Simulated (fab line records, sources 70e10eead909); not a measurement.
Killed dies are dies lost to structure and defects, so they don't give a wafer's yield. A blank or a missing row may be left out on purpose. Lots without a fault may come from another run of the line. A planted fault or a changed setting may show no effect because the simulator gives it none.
A struck lot beside a sound one | flow nand_harc | 15 steps out of a route of 1302
Sound: wafers L644.2, L644.3, L644.6. Struck: wafers L660.1, L660.3, L660.6. The cause comes at the end.
At each step with rows: each side's tool, then ch and its chambers, then its first start. Under that, the readings that differ: sound wafers | struck wafers | difference of the means | sigmas: that difference in standard deviations of wafers without a fault.
alike: readings whose means differ by less than 2 such deviations, and words and numbers that are the same on both sides. not compared: withheld readings, readings that some wafer has no value for, bounds like >300 that may hide the same value, and numbers for which the record gives no deviation and whose values overlap.
The two part at a step that has a row with sigmas, a row that says differs or no value, or rows on one side only. Numbers that don't overlap but have no deviation are shown without sigmas and don't part them. A reading that every wafer of one side lacks parts them only if that side has two wafers or more.

NHARC_A_ONON_D2_THK_MEAS_11: measures by ellipsometry.
  sound on film_metro-01, day 12 21:43; struck on film_metro-01, day 19 11:13
  reading     | sound       | struck         | difference | sigmas
  thk_nm (nm) | 985 982 981 | 1008 1007 1005 | +24        | +2
then, 1 step without rows for these wafers: NHARC_A_ONON_D2_DEP_12 (target thk 1000 nm).
NHARC_A_ONON_D2_THK_MEAS_14: measures by ellipsometry.
  sound on film_metro-02, day 12 22:17; struck on film_metro-01, day 19 11:47
  alike: thk_nm
then, 2 steps without rows for these wafers: NHARC_A_ONON_D2_ANNEAL_15 (time 3600 s); NHARC_A_ONON_D2_DEP_16 (target thk 1000 nm).
NHARC_A_ONON_D2_THK_MEAS_18: measures by ellipsometry.
  sound on film_metro-02, day 13 06:01; struck on film_metro-01, day 19 20:11
  alike: thk_nm
then, 1 step without rows for these wafers: NHARC_A_ONON_D2_DEP_19 (target thk 1000 nm).
NHARC_A_ONON_D2_THK_MEAS_21: measures by ellipsometry.
  sound on film_metro-02, day 13 06:35; struck on film_metro-01, day 19 20:44
  alike: thk_nm
then, 1 step without rows for these wafers: NHARC_A_ONON_D2_DEP_22 (target thk 1000 nm).
NHARC_A_ONON_D2_THK_MEAS_24: measures by ellipsometry.
  sound on film_metro-02, day 13 07:09; struck on film_metro-02, day 19 21:19
  reading     | sound       | struck         | difference | sigmas
  thk_nm (nm) | 985 987 987 | 1011 1009 1011 | +24        | +2
then, 1 step without rows for these wafers: NHARC_A_ONON_D2_DEP_25 (target thk 1000 nm).
NHARC_A_ONON_D2_THK_MEAS_27: measures by ellipsometry.
  sound on film_metro-01, day 13 07:43; struck on film_metro-01, day 19 21:52
  alike: thk_nm
NHARC_A_ONON_D2_DEP_28: target thk 1000 nm.
  sound on pecvd_onon-02 ch 0, day 13 07:50; struck on pecvd_onon-04 ch 0, day 19 21:56
NHARC_A_ONON_D2_THK_MEAS_30: measures by ellipsometry.
  sound on film_metro-02, day 13 08:17; struck on film_metro-02, day 19 22:37
  reading     | sound       | struck      | difference | sigmas
  thk_nm (nm) | 988 988 988 | 372 372 374 | -615       | -47
  not compared: hold
then, 1 step without rows for these wafers: NHARC_END_SORT_01.

WHERE THEY PART
First at NHARC_A_ONON_D2_THK_MEAS_11; last, within this record, at NHARC_A_ONON_D2_THK_MEAS_30.

WHY: what the simulator had put in
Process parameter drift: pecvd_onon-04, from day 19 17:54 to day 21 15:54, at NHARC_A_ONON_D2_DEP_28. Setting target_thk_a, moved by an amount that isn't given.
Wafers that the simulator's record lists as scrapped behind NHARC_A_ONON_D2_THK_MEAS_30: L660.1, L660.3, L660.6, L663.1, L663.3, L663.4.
